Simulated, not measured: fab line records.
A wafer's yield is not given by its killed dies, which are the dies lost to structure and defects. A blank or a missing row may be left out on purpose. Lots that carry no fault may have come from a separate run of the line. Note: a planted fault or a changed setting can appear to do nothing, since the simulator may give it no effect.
fab line records	flow nand-harc
record: lots: 14	wafers: 42	last-day: 33
route steps=1302 shown A_DECK1_JOINT@518 A_ONON_D2@560
lots that met no fault: taken from a fault-free run of the same line
start-h: start of the lot's first displayed wafer, in hours after the record's first day	wait-h: how many hours have passed since the lot's step before this one	" repeats the value in the row above	L1.1+2: several wafers, shown together as one row	- no value present, or no start provided	* or withheld: withheld	< > ~ a bound
route shown NAME@n: NAME is a module with steps in the file, n the number in the route of the first one	usual: the fault-free wafers' mean and standard deviation	same: alike in all rows	chamber/n: place in a boat	sites: per-site readings	_std_site: standard deviation across them	_edge_site: inner sites' mean taken away from outer sites' mean	radius-mm: how far each site lies from the wafer's centre	mask NAME#n: copy n	behind: tool/chamber where the wafer was last shaped	hold: what put the lot on hold/how long, in hours/how the hold closed	device: whichever transistor did not switch (one of n, p or np)	end of line: the route-end tests of the same wafers	where a step has no rows: the recipe by itself	killed: dies lost to structure and defects at the first sort, not the wafer's yield	map: the dies of a wafer, with x for killed, . for not killed, _ for no die there
set.NAME: the run value of the setting; set.NAME@STEP: its run value at that earlier step	model.NAME: the simulator's own value behind a step, which no gauge read
one table for each step of the route and one row for each wafer, over a sample of lots
services: from which hour (start-h, from the record's first day; less than 0 if before it) a tool's chamber was out of use, for how many hours, and why
== steps ==
step: NHARC_A_DECK1_JOINT_ETCHBACK_07
recipe: target-depth-a: 1050	time-s: 26.9	hbr-flow-sccm: 150	rf-w: 350	icp-w: 350	bias-w: 60	chemistry: HBr
usual: drypump-motor-current-A: 5.8/0.35	oes-product-au: 1.000/0.0066	throttle-valve-pct: 23.266/0.0088
lot.wafer	tool	chamber	start-h	wait-h	drypump-motor-current-A	oes-product-au	rf-hours-counter-h	throttle-valve-pct
L505.4	rie-si-05	2	237.26	0.1	6.0	0.997	0.6	23.268
L505.3	"	0	"	"	5.5	1.007	0.6	23.272
L505.5	"	1	"	"	6.1	1.013	-	23.275
L506.2	rie-si-05	0	264.27	0.1	5.5	0.992	0.8	23.262
L506.4	"	1	"	"	6.1	0.996	0.7	23.273
L506.1	"	3	"	"	6.5	0.999	0.8	23.274
L507.1	rie-si-03	3	264.29	0.1	6.0	1.003	0.2	23.270
L507.4	"	1	"	"	5.4	0.998	0.3	23.260
L507.6	"	3	"	"	6.0	0.999	-	23.273
L509.1	rie-si-05	1	285.37	0.1	6.1	0.995	0.9	23.262
L509.2	"	2	"	"	6.1	0.998	0.9	23.259
L509.6	"	0	"	"	5.5	0.997	-	23.270
L512.2	rie-si-02	3	316.79	0.1	6.0	0.994	0.3	23.270
L512.4	"	1	"	"	5.4	0.993	0.2	23.268
L512.1	"	2	"	"	5.7	1.002	0.2	23.270
L511.2	rie-si-05	2	316.82	0.1	6.0	1.000	0.0	23.269
L511.3	"	3	"	"	6.5	1.002	0.1	23.261
L511.6	"	1	"	"	6.1	1.005	-	23.270
L513.3	rie-si-02	1	334.60	0.1	5.4	0.993	0.3	23.255
L513.5	"	0	"	"	5.5	0.998	-	23.254
L513.6	"	1	"	"	5.4	0.999	-	23.266
L514.4	rie-si-05	0	342.35	0.1	5.5	1.007	0.2	23.270
L514.5	"	0	"	"	5.5	1.006	-	23.262
L514.6	"	1	"	"	6.1	1.006	-	23.264
L515.1	rie-si-02	1	354.46	0.1	5.4	0.990	0.4	23.264
L515.3	"	3	"	"	5.9	1.004	0.6	23.268
L515.5	"	0	"	"	5.5	0.988	-	23.260
L516.3	rie-si-03	2	354.52	0.1	5.6	1.000	0.7	23.286
L516.6	"	1	"	"	5.4	1.004	-	23.271
L516.5	"	2	"	"	5.6	0.991	-	23.248
L518.3	rie-si-05	0	382.46	0.1	5.5	0.992	0.5	23.274
L518.4	"	2	"	"	6.1	1.003	0.4	23.262
L518.6	"	3	"	"	6.5	1.003	-	23.257
L521.3	rie-si-03	0	411.26	0.1	5.3	0.997	0	23.266
L521.6	"	0	"	"	5.3	0.992	-	23.267
L521.5	"	1	"	"	5.4	1.004	-	23.293
L523.2	rie-si-03	0	433.78	0.1	5.3	0.988	0.1	23.266
L523.1	"	1	"	"	5.4	0.996	0.1	23.248
L523.6	"	3	"	"	6.0	1.011	-	23.258
L527.1	rie-si-05	2	474.84	0.1	6.1	1.007	0.9	23.256
L527.5	"	0	"	"	5.5	1.003	-	23.260
L527.6	"	1	"	"	6.1	0.996	-	23.254
step: NHARC_A_DECK1_JOINT_INSPECT_05
usual: raw-defect-count: 329/120
lot.wafer	tool	chamber	start-h	wait-h	raw-defect-count
L505.3	defect-inspect-02	-	270.11	0.0	340
L505.4	"	-	"	"	279
L505.5	"	-	"	"	382
L506.1	defect-inspect-02	-	298.84	0.0	213
L506.2	"	-	"	"	267
L506.4	"	-	"	"	331
L507.1	defect-inspect-01	-	298.85	0.0	184
L507.4	"	-	"	"	137
L507.6	"	-	"	"	151
L509.1	defect-inspect-01	-	319.19	0.0	306
L509.2	"	-	"	"	453
L509.6	"	-	"	"	308
L511.2	defect-inspect-02	-	354.78	0.0	398
L511.3	"	-	"	"	358
L511.6	"	-	"	"	290
L512.1	defect-inspect-01	-	354.83	0.0	464
L512.2	"	-	"	"	219
L512.4	"	-	"	"	246
L513.3	defect-inspect-02	-	372.65	0.0	539
L513.5	"	-	"	"	309
L513.6	"	-	"	"	369
L514.4	defect-inspect-02	-	379.90	0.0	366
L514.5	"	-	"	"	517
L514.6	"	-	"	"	296
L516.3	defect-inspect-02	-	391.79	0.0	259
L516.5	"	-	"	"	377
L516.6	"	-	"	"	425
L515.1	defect-inspect-02	-	391.79	0.0	551
L515.3	"	-	"	"	329
L515.5	"	-	"	"	278
L518.3	defect-inspect-01	-	420.07	0.0	337
L518.4	"	-	"	"	703
L518.6	"	-	"	"	380
L521.3	defect-inspect-01	-	449.36	0.0	331
L521.5	"	-	"	"	376
L521.6	"	-	"	"	374
L523.1	defect-inspect-01	-	467.29	0.0	268
L523.2	"	-	"	"	241
L523.6	"	-	"	"	415
L527.1	defect-inspect-01	-	509.62	0.0	216
L527.5	"	-	"	"	205
L527.6	"	-	"	"	333
step: NHARC_A_ONON_D2_DEP_22
recipe: target-thk-a: 10000	n2-flow-sccm: 2750	n2o-flow-sccm: 2000	nh3-flow-sccm: 500	sih4-flow-sccm: 210	temp-c: 400
lot.wafer	tool	chamber	start-h	wait-h
L505.3+4+5	pecvd-onon-02	0	281.08	0.2
L506.1+2+4	pecvd-onon-02	0	313.66	0.1
L507.1+4+6	pecvd-onon-03	0	313.66	0.1
L509.1+2+6	pecvd-onon-04	0	328.76	0.1
L512.1+2+4	pecvd-onon-02	0	365.61	0.1
L511.2+3+6	pecvd-onon-03	0	365.68	0.1
L513.3+5+6	pecvd-onon-02	0	383.54	0.2
L514.4+5+6	pecvd-onon-02	0	391.26	0.2
L515.1+3+5	pecvd-onon-02	0	403.27	0.1
L516.3+5+6	pecvd-onon-04	0	403.45	0.2
L518.3+4+6	pecvd-onon-02	0	431.05	0.2
L521.3+5+6	pecvd-onon-04	0	461.12	0.2
L523.1+2+6	pecvd-onon-04	0	478.51	0.1
L527.1+5+6	pecvd-onon-03	0	520.19	0.1
step: NHARC_A_ONON_D2_THK_MEAS_24
recipe: thk-meas-gauge: ellipsometry
usual: thk-nm: 1000/11
lot.wafer	tool	chamber	start-h	wait-h	thk-nm
L505.3	film-metro-01	-	281.47	-	1002
L505.4	"	-	"	"	1000
L505.5	"	-	"	"	999
L507.1	film-metro-02	-	314.16	-	1000
L507.4	"	-	"	"	999
L507.6	"	-	"	"	1000
L506.1	film-metro-01	-	314.17	-	1001
L506.2	"	-	"	"	999
L506.4	"	-	"	"	1000
L509.1	film-metro-02	-	329.27	-	1004
L509.2	"	-	"	"	1004
L509.6	"	-	"	"	1004
L512.1	film-metro-02	-	366.12	-	1002
L512.2	"	-	"	"	1001
L512.4	"	-	"	"	1002
L511.2	film-metro-01	-	366.13	-	1009
L511.3	"	-	"	"	1008
L511.6	"	-	"	"	1010
L513.3	film-metro-01	-	383.94	-	1003
L513.5	"	-	"	"	1002
L513.6	"	-	"	"	1003
L514.4	film-metro-01	-	391.60	-	1011
L514.5	"	-	"	"	1011
L514.6	"	-	"	"	1011
L515.1	film-metro-01	-	403.78	-	1008
L515.3	"	-	"	"	1007
L515.5	"	-	"	"	1008
L516.3	film-metro-02	-	403.85	-	1013
L516.5	"	-	"	"	1014
L516.6	"	-	"	"	1014
L518.3	film-metro-02	-	431.44	-	1013
L518.4	"	-	"	"	1011
L518.6	"	-	"	"	1013
L521.3	film-metro-01	-	461.51	-	966
L521.5	"	-	"	"	967
L521.6	"	-	"	"	616
L523.1	film-metro-01	-	479.02	-	1015
L523.2	"	-	"	"	663
L523.6	"	-	"	"	665
L527.1	film-metro-01	-	520.71	-	1003
L527.5	"	-	"	"	1004
L527.6	"	-	"	"	1004
== services ==
tool	chamber	start-h	hours	kind
rie-si-03	-	221.00	9.0	pm
pecvd-onon-03	-	227.04	13.0	pm
rie-si-03	-	266.85	15.3	repair
rie-si-02	-	277.00	9.0	pm
rie-si-05	-	305.00	9.0	pm
rie-si-05	0	305.00	9.0	vent-cycle
rie-si-05	1	305.00	9.0	vent-cycle
rie-si-05	2	305.00	9.0	vent-cycle
rie-si-05	3	305.00	9.0	vent-cycle
pecvd-onon-04	-	311.00	13.0	pm
rie-si-05	0	314.00	-	clean
rie-si-05	1	314.00	-	clean
rie-si-05	2	314.00	-	clean
rie-si-05	3	314.00	-	clean
rie-si-03	2	355.23	9.7	repair
pecvd-onon-02	-	366.00	13.0	pm
rie-si-03	-	398.00	9.0	pm
pecvd-onon-03	-	408.08	13.0	pm
rie-si-05	2	410.25	12.0	repair
rie-si-02	-	454.00	9.0	pm
rie-si-03	-	480.57	0.5	repair
rie-si-05	-	482.00	9.0	pm
pecvd-onon-04	-	492.00	13.0	pm
pecvd-onon-02	-	508.56	8.1	repair
== key ==
first-sign: step: NHARC_A_ONON_D2_THK_MEAS_24	reading: thk-nm	direction: down	sigmas: 32	usual: 1000	struck: 648
effect none on later readings
met-at NHARC_A_ONON_D2_DEP_22
struck-lots L521,L523
struck-wafers L521.6,L523.2,L523.6
later-rows-left-out L521.6,L523.2,L523.6
sort-left-out L521.6,L523.2,L523.6
tester-left-out L521,L523
not-acting-at NHARC_A_DECK1_JOINT_ETCHBACK_07,NHARC_A_DECK1_JOINT_INSPECT_05
onset-between 403.45 461.12
fault: kind: process-parameter-drift	tool: pecvd-onon-04	chamber: -	onset-h: 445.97	steps: NHARC_A_ONON_D2_DEP_22	channel: target-thk-a	offset: *	shape: step	end-h: 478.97	scope: struck-wafers-only	acts-in: *	stated: *
tester-left-out: of these lots the tester's yield and bins aren't shown, on N5 and GAA mostly nor the transistor test; their killed dies are dies lost to structure and defects alone, not to doping, threshold or leakage, so they don't give the yield
sort-left-out: the simulated sort isn't trusted on such a fault, so these wafers' sort isn't shown, and their yield isn't known
later-rows-left-out: the simulator's readings of these wafers behind a module that went badly wrong aren't trusted and aren't shown, but for the sort
